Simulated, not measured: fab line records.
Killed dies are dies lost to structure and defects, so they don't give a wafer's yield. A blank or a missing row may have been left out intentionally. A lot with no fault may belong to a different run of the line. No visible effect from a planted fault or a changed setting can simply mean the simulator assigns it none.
A lot that was struck, set against a sound lot | flow n5 finfet | 17 out of 1938 route steps
Sound: these wafers, L435.1, L435.4, L435.6. Struck: wafer L448.5; the same lot's L448.3 was not struck, so it is left out; see the end for the cause.
Each step with rows lists, per side, the tool, then ch with its chambers, then its first start. Under that, the readings that differ: sound wafers | struck wafers | difference of the means | sigmas: that difference in standard deviations of wafers without a fault.
alike: readings whose means differ by less than 2 such deviations, and words and numbers that are the same on both sides. not compared: withheld readings, readings that some wafer has no value for, bounds like >300 that may hide the same value, and numbers for which the record gives no deviation and whose values overlap.
A row with sigmas, a row that says differs or no value, or rows on one side alone: a step with any of these is where the two part. Numbers that have no deviation but don't overlap get no sigmas and don't part them. Lack of a reading on every wafer of one side parts them only where that side has two or more wafers.

first, 6 steps without rows for these wafers: N5_BEOL_M7_COAT_22 (resist thk 30 nm); N5_BEOL_M7_EBR_24; N5_BEOL_M7_SOFTBAKE_23 (time 60 s); N5_BEOL_M7_EXPOSE_25 (exposes mask V6, target cd 40 nm); N5_BEOL_M7_PEB_26 (peb time 60 s); N5_BEOL_M7_DEVELOP_27 (develop time 30 s).
N5_BEOL_M7_CD_MEAS_28: target cd 40 nm.
  sound on cd sem-03 ch 0, day 10 01:26; struck on cd sem-03 ch 0, day 13 05:21
  alike: cd nm
N5_BEOL_M7_OVL_MEAS_29:
  sound on overlay-01 ch 0, day 10 01:28; struck on overlay-01 ch 0, day 13 05:23
  alike: V6_OVL
N5_BEOL_M7_INSPECT_30: inspects for defects (brightfield).
  sound on defect inspect-01 at day 10 01:32; struck on defect inspect-01 at day 13 05:26
  alike: raw defect count
N5_BEOL_M7_DESCUM_33: chemistry O2, time 7 s.
  sound on rie diel-04 ch 2,3, day 10 01:34; struck on rie diel-04 ch 1, day 13 05:42
  reading                | sound             | struck | difference | sigmas
  throttle valve pct (%) | 20.87 20.18 20.85 | 19.97  | -0.66      | -2
  alike: drypump motor current A, oes product au, rf vpp V, showerhead plenum p Torr
  not compared: rf hours counter h
N5_BEOL_M7_ETCH_72: etches underlayer in N2/H2, target depth 6.5 nm, time 5.2 s.
  sound on rie diel-04 ch 2,3, day 10 01:36; struck on rie diel-04 ch 1, day 13 05:44
  alike: drypump motor current A, etch rf on time s, oes product au, rf vpp V, showerhead plenum p Torr, throttle valve pct
  not compared: rf hours counter h
N5_BEOL_M7_ETCH_65: etches SiARC in CF4, target depth 15.6 nm, time 26 s.
  sound on rie diel-04 ch 2,3, day 10 01:37; struck on rie diel-04 ch 1, day 13 05:45
  reading                | sound          | struck | difference | sigmas
  throttle valve pct (%) | 16.1 15.5 16.0 | 15.2   | -0.7       | -2
  alike: cf4 flow sccm, drypump motor current A, etch rf on time s, mfc ar sccm, oes product au, rf vpp V, showerhead plenum p Torr
  not compared: rf hours counter h
N5_BEOL_M7_ETCH_66: etches SOC in N2/H2, target depth 80 nm, overetch 16 nm, time 120 s.
  sound on rie diel-04 ch 2,3, day 10 01:38; struck on rie diel-04 ch 1, day 13 05:47
  reading                                    | sound          | struck | difference | sigmas
  model.SiARC_of_BEOL_M7_COAT_64.thk nm (nm) | 6.4 6.2 6.4    | 3      | -3         |
  model.BEOL_M7.cd nm (nm)                   | 39.8 39.8 39.8 | 41.6   | +1.8       |
  alike: drypump motor current A, oes product au, rf vpp V, showerhead plenum p Torr, throttle valve pct
  not compared: rf hours counter h
then, 2 steps without rows for these wafers: N5_BEOL_M7_STRIP_69 (strips in N2/H2); N5_BEOL_M7_STRIP_73 (strips in N2/H2).
N5_BEOL_M7_VIA_ETCH_34: etches SiCOH lowk in C4F6/O2, target depth 125.5 nm, time 50.5 s.
  sound on rie diel-04 ch 2,3, day 10 01:44; struck on rie diel-04 ch 1, day 13 05:53
  reading                  | sound             | struck | difference | sigmas
  throttle valve pct (%)   | 21.12 20.82 21.13 | 20.50  | -0.52      | -2
  model.BEOL_M7.cd nm (nm) | 39.6 39.8 39.6    | 41.8   | +2.1       |
  alike: drypump motor current A, mfc ar sccm, oes product au, rf vpp V, showerhead plenum p Torr
  not compared: rf hours counter h
then, 1 step without rows for these wafers: N5_BEOL_M7_STRIP_76 (strips in C4F6/O2).

WHERE THEY PART
First at N5_BEOL_M7_DESCUM_33; last, within this record, at N5_BEOL_M7_VIA_ETCH_34.

WHY: the cause the simulator had injected
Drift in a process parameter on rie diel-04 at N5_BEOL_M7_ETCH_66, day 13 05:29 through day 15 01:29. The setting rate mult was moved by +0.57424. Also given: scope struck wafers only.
